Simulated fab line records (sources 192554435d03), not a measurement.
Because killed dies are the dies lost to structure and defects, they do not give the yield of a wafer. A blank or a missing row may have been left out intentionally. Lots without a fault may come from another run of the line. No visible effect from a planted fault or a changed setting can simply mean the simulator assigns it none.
fab line records    flow n5_finfet    part 2 of 2: steps 23 to 28 of 28
[record] lots = 5  wafers = 15  last_day = 17
route steps=1938 shown BEOL_M0_SAQP@632
lots that met no fault: taken from a fault-free run of the same line
start_h: hours from the record's opening day to when the first of the lot's shown wafers began    wait_h: how many hours have passed since the lot's step before this one    " the same as in the row above    L1.1+2: a row that stands for several wafers    - either no value or no given start    * or withheld: withheld    < > ~ a bound
route shown NAME@n: a module of which the file shows steps, and the number in the route of the first    usual: mean/standard deviation taken from wafers without a fault    same: alike in all rows    chamber/n: place in a boat    sites: readings site by site    _std_site: the standard deviation of these    _edge_site: outer sites' mean less inner sites'    radius_mm: for every site, how far away it sits from the centre of the wafer    mask NAME#n: copy n    behind: the most recent tool/chamber to have shaped the wafer    hold: why the lot was held/for how many hours/how that ended    device: names the non-switching transistor (n, p or np)    end of line: tests run on the same wafers once the route is complete    where a step has no rows: the recipe by itself    killed: dies that structure and defects cost at the first sort, which is not the same as the wafer's yield    map: per-die view of a wafer (x killed, . not killed, _ where there is no die)
set.NAME: the setting that was run; set.NAME@STEP: the one run at that earlier step    model.NAME: the simulator's own value behind a step, which no gauge read
certain route steps with their lots: each step a table, each wafer a row
services: from which hour (start_h, from the record's first day; less than 0 if before it) a tool's chamber was out of use, for how many hours, and why
[[steps]]
[step N5_BEOL_M0_SAQP_ETCH_84]
[recipe] chemistry = N2/H2  target = SOC  target_depth_a = 1000  overetch_a = 200  mask_material = SiARC  temp_c = 40  time_s = 150  ion_energy_ev = 200  pressure_mtorr = 30  source_w = 840  bias_w = 150  n2_flow_sccm = 200  h2_flow_sccm = 200
[usual] chamber_pressure_mTorr = 30.003/0.027  drypump_motor_current_A = 5.74/0.27  oes_product_au = 0.69/0.067  rf_vpp_V = 523.8/2.4  showerhead_plenum_p_Torr = 2.54/0.08  throttle_valve_pct = 17.89/0.22
lot.wafer  tool         chamber  start_h  wait_h  chamber_pressure_mTorr  drypump_motor_current_A  oes_product_au  rf_hours_counter_h  rf_vpp_V  showerhead_plenum_p_Torr  throttle_valve_pct
L080.1     rie_diel-05  1        141.02   0.0     30.016                  5.75                     0.67            149                 523.3     2.53                      17.51
L080.4     "            3        "        "       30.008                  6.13                     0.87            0                   529.5     2.71                      17.91
L080.5     "            1        "        "       30.016                  5.74                     0.67            -                   523.0     2.53                      17.50
L082.1     rie_diel-05  1        157.53   0.0     29.969                  5.76                     0.66            154                 522.3     2.53                      17.50
L082.4     "            0        "        "       29.972                  5.86                     0.67            137                 521.7     2.44                      17.91
L082.5     "            0        "        "       30.025                  5.84                     0.68            -                   521.0     2.44                      17.91
L083.1     rie_diel-05  3        164.38   0.0     30.001                  6.13                     0.83            7                   529.3     2.71                      17.92
L083.2     "            2        "        "       29.952                  5.57                     0.78            51                  523.7     2.58                      17.63
L083.6     "            1        "        "       29.954                  5.73                     0.66            -                   524.3     2.53                      17.51
L086.1     rie_diel-05  0        176.00   0.0     30.018                  5.84                     0.68            144                 521.8     2.43                      17.91
L086.5     "            2        "        "       29.968                  5.58                     0.77            -                   525.2     2.58                      17.65
L086.6     "            1        "        "       30.000                  5.76                     0.66            -                   522.7     2.53                      17.52
L097.1     rie_diel-03  3        245.94   0.0     29.994                  5.25                     0.64            201                 523.6     2.52                      18.05
L097.2     "            0        "        "       29.998                  5.38                     0.63            220                 523.7     2.52                      18.15
L097.5     "            1        "        "       30.045                  6.24                     0.62            -                   519.1     2.42                      18.09
[step N5_BEOL_M0_SAQP_STRIP_80]
[recipe] chemistry = N2/H2  temp_c = 40  n2_flow_sccm = 200  h2_flow_sccm = 200  rf_frequency_hz = 6e+07
lot.wafer   tool         chamber  start_h  wait_h
L080.1+4+5  rie_diel-05  1,3,1    141.12   0.0
L082.1+4+5  rie_diel-05  1,0,0    157.63   0.0
L083.1+2+6  rie_diel-05  3,2,1    164.48   0.0
L086.1+5+6  rie_diel-05  0,2,1    176.10   0.0
L097.1+2+5  rie_diel-03  3,0,1    246.04   0.0
[step N5_BEOL_M0_SAQP_HM_OPEN_112]
[recipe] chemistry = CHF3/O2  target = SiO2  stop_on = a-Si  target_depth_a = 120  over_etch_frac = 1.25  mask_material = SOC  time_s = 13.5  pressure_mtorr = 30  source_w = 650  bias_w = 170  Ar_flow_sccm = 200  CHF3_flow_sccm = 50  O2_flow_sccm = 5  ion_energy_ev = 200  ends = end_point
[usual] chamber_pressure_mTorr = 30.001/0.028  drypump_motor_current_A = 5.73/0.26  mfc_ar_sccm = 200.0/0.6  oes_ar_750_au = 0.77/0.076  oes_product_au = 0.51/0.049  rf_vpp_V = 526/10  showerhead_plenum_p_Torr = 2.41/0.073  throttle_valve_pct = 18.88/0.23
[same] over_etch_frac = 1.25
lot.wafer  tool         chamber  start_h  wait_h  chamber_pressure_mTorr  drypump_motor_current_A  mfc_ar_sccm  oes_ar_750_au  oes_product_au  rf_hours_counter_h  rf_vpp_V  showerhead_plenum_p_Torr  throttle_valve_pct
L080.1     rie_diel-05  1        141.13   0.0     29.968                  5.74                     199.9        0.73           0.49            149                 540       2.39                      18.46
L080.4     "            3        "        "       29.977                  6.13                     199.9        0.94           0.63            0                   544       2.57                      18.93
L080.5     "            1        "        "       29.960                  5.77                     200.0        0.73           0.50            -                   540       2.40                      18.47
L082.1     rie_diel-05  1        157.64   0.0     29.931                  5.77                     199.6        0.73           0.49            154                 542       2.39                      18.44
L082.4     "            0        "        "       30.004                  5.85                     199.8        0.78           0.50            137                 516       2.32                      19.05
L082.5     "            0        "        "       30.005                  5.85                     200.5        0.78           0.50            -                   518       2.32                      19.06
L083.1     rie_diel-05  3        164.49   0.0     30.017                  6.09                     200.2        0.90           0.61            7                   542       2.57                      18.93
L083.2     "            2        "        "       30.036                  5.60                     201.4        0.87           0.55            51                  524       2.45                      18.67
L083.6     "            1        "        "       30.004                  5.72                     200.3        0.73           0.49            -                   540       2.39                      18.47
L086.1     rie_diel-05  0        176.11   0.0     30.024                  5.84                     199.7        0.77           0.49            144                 516       2.32                      19.08
L086.5     "            2        "        "       30.026                  5.56                     200.4        0.87           0.56            -                   523       2.45                      18.68
L086.6     "            1        "        "       29.950                  5.75                     201.4        0.72           0.49            -                   540       2.39                      18.47
L097.1     rie_diel-03  3        246.05   0.0     29.997                  5.23                     198.9        0.73           0.47            201                 515       2.41                      19.03
L097.2     "            0        "        "       30.022                  5.39                     200.6        0.69           0.46            220                 531       2.38                      18.98
L097.5     "            1        "        "       30.036                  6.22                     201.0        0.70           0.45            -                   528       2.29                      19.05
[step N5_BEOL_M0_SAQP_STRIP_113]
[recipe] chemistry = CHF3/O2  resist = SiARC  rf_frequency_hz = 6e+07
lot.wafer   tool         chamber  start_h  wait_h
L080.1+4+5  rie_diel-05  1,3,1    141.18   0.0
L082.1+4+5  rie_diel-05  1,0,0    157.69   0.0
L083.1+2+6  rie_diel-05  3,2,1    164.54   0.0
L086.1+5+6  rie_diel-05  0,2,1    176.16   0.0
L097.1+2+5  rie_diel-03  3,0,1    246.10   0.0
[step N5_BEOL_M0_SAQP_MANDREL_ETCH_20]
[recipe] target_depth_a = 600  chemistry = HBr/Cl2  target = a-Si  stop_on = SiNx  bt_time_s = 10  mask_material = SOC  over_etch_frac = 0.5  time_s = 30  pressure_mtorr = 10  icp_w = 800  bias_w = 75  HBr_flow_sccm = 150  Cl2_flow_sccm = 80  ends = end_point
[usual] chamber_pressure_mTorr = 9.999/0.0092  drypump_motor_current_A = 5.8/0.5  oes_product_au = 0.780/0.012  throttle_valve_pct = 35.5/0.32
[same] over_etch_frac = 0.5
lot.wafer  tool       chamber  start_h  wait_h  chamber_pressure_mTorr  drypump_motor_current_A  oes_product_au  rf_hours_counter_h  throttle_valve_pct
L080.1     rie_si-06  1        141.21   0.0     10.015                  6.7                      0.775           107                 35.0
L080.4     "          2        "        "       9.998                   5.0                      0.773           21                  35.8
L080.5     "          1        "        "       10.000                  6.7                      0.785           -                   35.0
L082.1     rie_si-06  1        157.72   0.0     9.992                   6.7                      0.764           107                 35.1
L082.4     "          3        "        "       10.016                  5.5                      0.804           67                  35.4
L082.5     "          3        "        "       10.004                  5.5                      0.805           -                   35.4
L083.1     rie_si-06  1        164.57   0.0     10.013                  6.7                      0.766           107                 35.0
L083.2     "          2        "        "       9.983                   5.0                      0.791           21                  35.8
L083.6     "          0        "        "       9.992                   6.7                      0.806           -                   35.9
L086.1     rie_si-04  1        176.19   0.0     9.997                   5.8                      0.784           50                  35.5
L086.5     "          2        "        "       9.982                   5.4                      0.778           -                   35.4
L086.6     "          3        "        "       9.995                   5.7                      0.773           -                   36.0
L097.1     rie_si-06  1        246.14   0.0     9.997                   6.7                      0.770           109                 35.1
L097.2     "          2        "        "       9.996                   5.0                      0.778           23                  35.8
L097.5     "          1        "        "       9.996                   6.7                      0.768           -                   35.1
[step N5_BEOL_M0_SAQP_STRIP_86]
[recipe] chemistry = N2/H2  power_w = 500  temp_c = 40  pressure_mtorr = 50  rf_frequency_hz = 6e+07  overash_fraction = 0.3  bias_power_w = 28  h2_frac = 0.5  n2_flow_sccm = 300  h2_flow_sccm = 300
[usual] chamber_pressure_mTorr = 50.01/0.064  drypump_motor_current_A = 5.7/0.3  oes_product_au = 0.77/0.078  rf_vpp_V = 121.7/1.5  showerhead_plenum_p_Torr = 3.37/0.1  throttle_valve_pct = 19.11/0.24
lot.wafer  tool         chamber  start_h  wait_h  chamber_pressure_mTorr  drypump_motor_current_A  oes_product_au  rf_hours_counter_h  rf_vpp_V  showerhead_plenum_p_Torr  throttle_valve_pct
L080.1     rie_diel-06  2        141.31   0.1     50.02                   5.6                      0.71            197                 121.5     3.35                      19.09
L080.4     "            1        "        "       50.04                   5.9                      0.74            160                 122.5     3.50                      19.04
L080.5     "            1        "        "       49.97                   5.9                      0.74            -                   123.8     3.50                      19.03
L082.1     rie_diel-03  3        157.82   0.1     50.02                   5.3                      0.75            171                 123.0     3.35                      19.40
L082.4     "            0        "        "       50.01                   5.4                      0.72            -                   119.4     3.34                      19.41
L082.5     "            1        "        "       49.94                   6.2                      0.71            -                   119.5     3.21                      19.22
L083.1     rie_diel-03  0        164.67   0.1     49.90                   5.4                      0.71            194                 123.4     3.34                      19.40
L083.2     "            3        "        "       49.99                   5.3                      0.75            173                 121.3     3.35                      19.43
L083.6     "            2        "        "       50.00                   5.5                      0.95            -                   123.6     3.58                      18.55
L086.1     rie_diel-05  1        176.29   0.1     50.01                   5.7                      0.74            159                 118.7     3.34                      18.82
L086.5     "            0        "        "       49.97                   5.9                      0.77            -                   119.9     3.22                      18.69
L086.6     "            3        "        "       50.09                   6.2                      0.94            -                   123.4     3.57                      19.14
L097.1     rie_diel-05  0        246.24   0.1     50.16                   5.9                      0.74            169                 123.9     3.21                      18.75
L097.2     "            3        "        "       50.02                   6.2                      0.89            35                  121.2     3.56                      19.15
L097.5     "            2        "        "       50.02                   5.6                      0.83            -                   121.6     3.40                      18.81
[[services]]
tool             chamber  start_h  hours  kind
arfi_scanner-03  -        120.20   0.8    pm
arfi_scanner-01  -        121.02   1.3    pm
arfi_scanner-02  -        122.99   0.8    pm
pecvd-02         2        124.07   2.3    repair
pvd_sputter-01   -        129.27   6.9    repair
arfi_scanner-03  -        129.49   1.0    pm
arfi_scanner-02  -        140.93   1.6    repair
arfi_scanner-02  -        147.50   1.0    pm
rie_diel-05      2        147.57   7.4    repair
arfi_scanner-03  -        156.61   1.3    pm
pvd_sputter-01   -        161.78   0.8    repair
arfi_scanner-01  -        172.07   1.0    pm
arfi_scanner-03  -        174.39   3.9    pm
arfi_scanner-01  -        179.32   1.1    repair
rie_si-04        -        179.37   2.8    pm
arfi_scanner-01  -        185.77   4.9    pm
rie_si-04        2        193.93   5.0    repair
pecvd-02         1        195.84   18.6   repair
arfi_scanner-02  -        203.55   1.3    pm
arfi_scanner-02  -        204.85   4.9    pm
arfi_scanner-03  -        208.00   1.0    pm
rie_diel-03      2        214.25   38.8   repair
arfi_scanner-01  -        232.60   1.1    repair
arfi_scanner-03  -        235.62   4.9    pm
